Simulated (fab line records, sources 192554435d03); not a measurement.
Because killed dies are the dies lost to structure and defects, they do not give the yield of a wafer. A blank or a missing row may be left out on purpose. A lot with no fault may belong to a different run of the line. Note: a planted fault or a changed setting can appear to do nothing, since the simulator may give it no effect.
Matching of chambers | flow n5_finfet | N5_BEOL_M5_ILD_DEP_00 on pecvd-01 has 3 sister chambers
The step deposits SiCOH lowk from DEMS/porogen, target thk 140.64 nm, time 25.9 s. 3 wafers are shown with their chamber, then 9 later ones without.

WAFERS, EACH WITH ITS CHAMBER
wafer  | chamber | throttle_valve_pct (%)
L085.5 | 2       | 13.6
L089.5 | 0       | 13.9
L089.6 | 1       | 15.0

WAFERS MISSING THEIR CHAMBER
wafer  | throttle_valve_pct (%)
L092.1 | 13.9
L092.2 | 15.0
L092.4 | 14.4
L096.2 | 15.0
L096.4 | 12.5
L096.6 | 14.9
L097.3 | 15.0
L097.5 | 14.9
L097.6 | 14.2

EACH ONE'S CHAMBER
wafer  | from the rows above          | in truth
L092.1 | can't be placed: 0 or 2      | 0
L092.2 | 1                            | 1
L092.4 | can't be placed: 0 or 1 or 2 | 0
L096.2 | 1                            | 1
L096.4 | can't be placed: 2 or 0      | 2
L096.6 | 1                            | 1
L097.3 | 1                            | 1
L097.5 | 1                            | 1
L097.6 | can't be placed: 0 or 2 or 1 | 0
Correct placement for 5 of the 9. Cannot be placed on the basis of these rows: 4; the candidates contain the true chamber in 4. Number placed wrongly: 0.
How it was worked out, from the rows above alone: a wafer's distance from a chamber is the root of the sum, over the readings, of the square of ((its reading less the chamber's mean) divided by the reading's scatter). The wafer belongs to the nearest chamber; if the next one is less than 2 further off, it can't be placed. For every chamber, the mean is computed from those of its wafers that are shown. The scatter (one wafer shown for each chamber): square how far every hidden wafer sits from the nearest shown wafer, average those squares and take the square root.
